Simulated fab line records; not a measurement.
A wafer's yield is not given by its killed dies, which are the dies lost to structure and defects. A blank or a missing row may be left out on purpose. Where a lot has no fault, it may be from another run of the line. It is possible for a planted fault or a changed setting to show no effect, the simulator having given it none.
Chamber matching ; flow n5 finfet ; ald metal-03 running N5_BEOL_M4_ALD_84: 4 sister chambers
The step deposits TaN, pulse time 2 s, purge time 3 s, co reactant purge time 2 s. 4 wafers are shown with their chamber, then 7 later ones without.

== WAFERS, EACH WITH ITS CHAMBER ==
wafer;chamber;heater power w (W)
L086.3;2;439
L086.5;1;369
L090.2;0;382
L090.5;3;420

== WAFERS WITH NO CHAMBER GIVEN ==
wafer;heater power w (W)
L090.6;437
L096.2;410
L096.4;384
L096.5;418
L097.1;424
L097.3;441
L097.5;374

== WHICH CHAMBER EACH WENT THROUGH ==
wafer;from the rows above;in truth
L090.6;2;2
L096.2;3;3
L096.4;0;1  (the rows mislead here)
L096.5;3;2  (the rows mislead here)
L097.1;3;3
L097.3;2;2
L097.5;can't be placed: 1 or 0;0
Correctly placed: 4 of 7. Cannot be placed on the basis of these rows: 1; the candidates contain the true chamber in 1. Number placed wrongly: 2.
How it was worked out, from the rows above alone: a wafer's distance from a chamber is the root of the sum, over the readings, of the square of ((its reading less the chamber's mean) divided by the reading's scatter). The wafer belongs to the nearest chamber; if the next one is less than 2 further off, it can't be placed. Each chamber's mean is taken over the wafers shown for it. The scatter (one wafer shown for each chamber): square how far every hidden wafer sits from the nearest shown wafer, average those squares and take the square root.
